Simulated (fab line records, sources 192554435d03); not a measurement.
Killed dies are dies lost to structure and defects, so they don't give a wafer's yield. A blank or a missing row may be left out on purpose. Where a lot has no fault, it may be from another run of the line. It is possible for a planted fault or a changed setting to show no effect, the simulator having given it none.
8D (eight disciplines) problem report, filled in by code || flow n5_finfet || the parts of the form that need people (team, actions taken, sign-off) are left out
Where a reading is given only as a bound, like >300, the bound stands for it, and a mean or a difference that rests on one is marked > or <: the true number lies beyond.

## 1. WHAT WENT WRONG
raw_defect_count at N5_BEOL_M0_SAQP_INSPECT_16 reads a mean of 1630 on 6 wafers of 2 lots; wafers without a fault read 506 with a standard deviation of 160. That puts it +7.0 standard deviations away from the usual mean.
The step: inspects for defects (brightfield).
Seen first at day 9 13:43 on defect_inspect-02, wafer L415.1. The record has a number at this step for 24 wafers belonging to 8 lots. Rule for "out" (also "out of limits"): further than 4 standard deviations from the usual mean. Any other wafer with a number is counted as sound.

## 2. WHAT IT IS; WHAT IT IS NOT
{"question": "which readings at this step", "is": "raw_defect_count", "is not": "-"}
{"question": "which lots", "is": "L415, L417", "is not": "L401, L404, L405, L418, L420, L422"}
{"question": "which wafers of those lots", "is": "all that have a number", "is not": "-"}
{"question": "read on which gauges", "is": "defect_inspect-01, defect_inspect-02", "is not": "-"}
{"question": "when", "is": "from day 9 13:43", "is not": "up to then (9 sound wafers); but 9 sound wafers of L418, L420, L422 came after"}

## 3. SUSPECTS, AND WHAT RULES EACH OUT
Counting: a tool at a process step up to the reading stays a suspect if it ran every lot that is out and no sound lot after the first of them.
- the gauge at N5_BEOL_M0_SAQP_INSPECT_16 is ruled out. The wafers that are out were read on 2 gauges (defect_inspect-01, defect_inspect-02).
- pecvd-04 at N5_BEOL_M0_SAQP_ILD_DEP_01 (deposits SiOC from DEMS/O2, target thk 45.419 nm, time 8.7 s): kept. Every lot that is out went through it, starting with L415 (day 9 11:48), and after that it ran no sound lot; the last sound lot it ran before then is L405 (day 6 19:15).
Left after counting: pecvd-04 at N5_BEOL_M0_SAQP_ILD_DEP_01.

## 4. THE CAUSE (what the simulator had put in)
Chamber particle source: pecvd-04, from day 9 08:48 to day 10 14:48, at N5_BEOL_M0_SAQP_ILD_DEP_01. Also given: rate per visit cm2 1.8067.
Counting left only this tool.

## 5. THE CHAIN OF EFFECTS, in route order
One row per reading whose mean, taken over the struck wafers that have a number, lies over 3 standard deviations from the usual. Only readings for which the record gives a usual standard deviation are gone through. hours: the time from each lot's start at the first step in this table that gives one to its start at this step, as a median over the lots. sigmas: the change in usual standard deviations.
{"hours": 0, "step": "N5_BEOL_M0_SAQP_INSPECT_16", "reading": "raw_defect_count", "usual": 506, "on struck wafers": 1630, "change": "+1124", "sigmas": "+7.0"}
{"hours": 6, "step": "N5_BEOL_M0_SAQP_INSPECT_42", "reading": "raw_defect_count", "usual": 286, "on struck wafers": 1487, "change": "+1201", "sigmas": "+14"}
{"hours": 7, "step": "N5_BEOL_M0_CUTY_INSPECT_59", "reading": "raw_defect_count", "usual": 2.2, "on struck wafers": ">300", "change": ">+298", "sigmas": "+99 or more"}
{"hours": 205, "step": "N5_PASSIVATION_PROBE_49", "reading": "defect_limited_yield", "usual": "91.4 %", "on struck wafers": 82.3, "change": -9.1, "sigmas": -6.1}
{"hours": 205, "step": "N5_PASSIVATION_PROBE_49", "reading": "killed_at_M0_to_M3", "usual": 33, "on struck wafers": 152, "change": "+120", "sigmas": "+11"}
{"hours": 205, "step": "N5_PASSIVATION_PROBE_49", "reading": "killed_dies", "usual": 102, "on struck wafers": 209, "change": "+107", "sigmas": "+6.3"}
{"hours": 205, "step": "N5_PASSIVATION_PROBE_49", "reading": "sort_bin_5_function", "usual": "5.1 %", "on struck wafers": 10.5, "change": "+5.4", "sigmas": "+5.6"}
{"hours": 205, "step": "N5_PASSIVATION_PROBE_49", "reading": "sort_n_pass", "usual": 1078, "on struck wafers": 971, "change": -107, "sigmas": -5.9}
{"hours": 205, "step": "N5_PASSIVATION_PROBE_49", "reading": "sort_yield_pct", "usual": "91.3 %", "on struck wafers": 82.3, "change": -9.0, "sigmas": -6.0}
Process steps it contains:
- N5_PASSIVATION_PROBE_49
Later steps that measure or inspect, where all struck wafers having a row at the step show a number for every such reading and not one has moved that far: N5_BEOL_M4_RC_MEAS_101.

## 6. WHAT WOULD HAVE CAUGHT IT SOONER
In this record the first reading out of limits at a measuring or inspecting step was taken at day 9 13:43, 5 hours after the fault began at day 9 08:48.
Of the tool readings at N5_BEOL_M0_SAQP_ILD_DEP_01 for which the record gives a usual standard deviation, none was out on any struck wafer, so an alarm limit of 4 standard deviations on them would not have fired.
Of the lots that are out (2), L417 began N5_BEOL_M0_SAQP_ILD_DEP_01 on pecvd-04 after day 9 13:43. A hold on the tool at that time would have spared it.
